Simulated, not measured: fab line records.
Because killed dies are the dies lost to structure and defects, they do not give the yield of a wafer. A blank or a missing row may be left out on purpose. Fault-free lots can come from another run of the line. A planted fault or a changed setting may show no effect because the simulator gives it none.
Lot-split experiment    flow n5-finfet    39 wafers read across 7 lots, on a route 1938 steps long

## THE SPLIT ITSELF
At N5_DUMMY_GATE_ETCH_42 (etches SiO2 in CHF3/O2, target depth 3.5 nm, time 31 s), the setting bias-w was moved away from the recipe's 12 W on 15 of the 39 wafers read, by -19.0% to +17.3%. This setting was run at the recipe's value on the other wafers.

Reading taken at the split's own step.

## THE READING
rf-vpp-V, in V, at N5_DUMMY_GATE_ETCH_42 (etches SiO2 in CHF3/O2, target depth 3.5 nm, time 31 s). Fault-free wafers of this fab line usually give 42.4 V, standard deviation 1.1 V.

wafer   tool, chamber at the split  bias-w as run, W  against the recipe  rf-vpp-V, V  against lot-mates on the recipe
L074.1  rie-diel-05, 1              14.08             +17.3%              46.0         +3.6
L074.2  rie-diel-05, 2              12                recipe              42.0         -
L074.3  rie-diel-05, 3              12                recipe              42.2         -
L074.4  rie-diel-05, 0              14.08             +17.3%              50.3         +7.9
L074.5  rie-diel-05, 3              14.08             +17.3%              46.9         +4.5
L074.6  rie-diel-05, 0              12                recipe              43.0         -
L076.1  rie-diel-04, 1              12                recipe              43.4         -
L076.2  rie-diel-04, 2              12                recipe              40.2         -
L076.3  rie-diel-04, 3              13.67             +13.9%              46.1         +4.4
L076.4  rie-diel-04, 2              12                recipe              41.5         -
L076.5  rie-diel-04, 1              13.67             +13.9%              47.4         +5.7
L076.6  rie-diel-04, 3              13.67             +13.9%              47.1         +5.4
L090.1  rie-diel-04, 2              10.76             -10.3%              38.7         -4.9
L090.2  rie-diel-04, 3              10.76             -10.3%              39.2         -4.4
L090.3  rie-diel-04, 1              10.76             -10.3%              39.1         -4.5
L090.4  rie-diel-04, 0              12                recipe              45.6         -
L090.5  rie-diel-04, 3              12                recipe              42.5         -
L090.6  rie-diel-04, 2              12                recipe              42.7         -
L091.1  rie-diel-05, 0              12                recipe              42.3         -
L091.5  rie-diel-05, 3              12                recipe              41.0         -
L091.6  rie-diel-05, 2              12                recipe              42.5         -
L094.1  rie-diel-05, 3              9.718             -19.0%              35.2         -6.7
L094.2  rie-diel-05, 0              9.718             -19.0%              37.4         -4.5
L094.3  rie-diel-05, 2              12                recipe              41.9         -
L094.4  rie-diel-05, 3              9.718             -19.0%              36.1         -5.8
L094.5  rie-diel-05, 0              12                recipe              41.9         -
L094.6  rie-diel-05, 2              12                recipe              41.9         -
L095.1  rie-diel-02, 3              10.98             -8.5%               40.0         -2.3
L095.2  rie-diel-02, 1              12                recipe              41.1         -
L095.3  rie-diel-02, 2              12                recipe              42.8         -
L095.4  rie-diel-02, 0              10.98             -8.5%               39.6         -2.7
L095.5  rie-diel-02, 0              12                recipe              42.9         -
L095.6  rie-diel-02, 3              10.98             -8.5%               39.8         -2.5
L097.1  rie-diel-02, 2              12                recipe              42.3         -
L097.2  rie-diel-02, 0              12                recipe              43.7         -
L097.3  rie-diel-02, 3              12                recipe              43.1         -
L097.4  rie-diel-02, 1              12                recipe              42.7         -
L097.5  rie-diel-02, 1              12                recipe              42.7         -
L097.6  rie-diel-02, 2              12                recipe              43.3         -

FIT RESULTS
A straight line over all 39 wafers: rf-vpp-V changes by +0.318 V for each +1% of bias-w; r = +0.94; the points scatter about the line by 1 V.
The same after taking each lot's own level away (the mean of its wafers on the recipe; 39 wafers): +0.329 V for each +1%; r = +0.95; scatter 1 V.
Per that fit: largest bias-w move, reading shift of 6.3 V.
The lots' own levels span 41.70 to 43.60 V, that is 1.7 times the standard deviation above.
Hence the lot-to-lot level has little effect on the slope; both slopes agree.
Check: for one of the wafers moved furthest among these (-19.0%), held out of the fit, the line's prediction against its lot-mates is -6.19 V. Against them it came out at -6.7 V.
Tool readings at the split's step, against how far the setting was moved: rf-vpp-V r = +0.94.

## FURTHER SPLITS ON THESE WAFERS
These wafers also went through other splits before the reading. Each is held against what the fit with the lots' levels taken away leaves over:
other split on the same wafers   wafers away from the commonest value  r with rf-vpp-V (lot level and that fit taken away)
N5_DUMMY_GATE_EXPOSE_12 dose-mj  12                                    -0.04
N5_DUMMY_GATE_ETCH_37 source-w   15                                    -0.03

## THE FILE'S OWN FIT
rf-vpp-V changes by +0.329 V for each +1% of bias-w, r = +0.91.
